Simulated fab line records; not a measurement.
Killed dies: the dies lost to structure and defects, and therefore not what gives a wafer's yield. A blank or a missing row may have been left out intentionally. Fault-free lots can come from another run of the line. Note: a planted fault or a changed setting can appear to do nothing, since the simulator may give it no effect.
Matching of chambers / flow n5Finfet / N5_BEOL_M1_ALD_84 on aldMetal-02: 4 sister chambers
The step deposits TaN, pulse time 2 s, purge time 3 s, co reactant purge time 2 s. 4 wafers are shown with their chamber, then 7 later ones without.

## WAFERS, EACH WITH ITS CHAMBER
wafer=L085.2; chamber=1; heaterPowerW (W)=424
wafer=L090.4; chamber=2; heaterPowerW (W)=473
wafer=L088.1; chamber=3; heaterPowerW (W)=433
wafer=L088.3; chamber=0; heaterPowerW (W)=491

## WAFERS WITH NO CHAMBER GIVEN
wafer=L088.5; heaterPowerW (W)=422
wafer=L091.2; heaterPowerW (W)=478
wafer=L091.4; heaterPowerW (W)=444
wafer=L091.5; heaterPowerW (W)=471
wafer=L097.2; heaterPowerW (W)=470
wafer=L097.4; heaterPowerW (W)=424
wafer=L097.6; heaterPowerW (W)=455

## EACH ONE'S CHAMBER
wafer=L088.5; from the rows above=can't be placed: 1 or 3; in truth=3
wafer=L091.2; from the rows above=can't be placed: 2 or 0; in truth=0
wafer=L091.4; from the rows above=can't be placed: 3 or 1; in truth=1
wafer=L091.5; from the rows above=2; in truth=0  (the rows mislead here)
wafer=L097.2; from the rows above=2; in truth=2
wafer=L097.4; from the rows above=can't be placed: 1 or 3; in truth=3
wafer=L097.6; from the rows above=can't be placed: 2 or 3 or 1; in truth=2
Placed correctly: 1 of 7. Not placeable from these rows: 5 (in 5, the candidates include the true chamber). Wrongly placed: 1.
How it was worked out, from the rows above alone: a wafer's distance from a chamber is the root of the sum, over the readings, of the square of ((its reading less the chamber's mean) divided by the reading's scatter). The wafer belongs to the nearest chamber; if the next one is less than 2 further off, it can't be placed. Each chamber's mean is taken over the wafers shown for it. The scatter: with one shown wafer a chamber, the root of the mean of the squares of how far each hidden wafer lies from its nearest shown one.
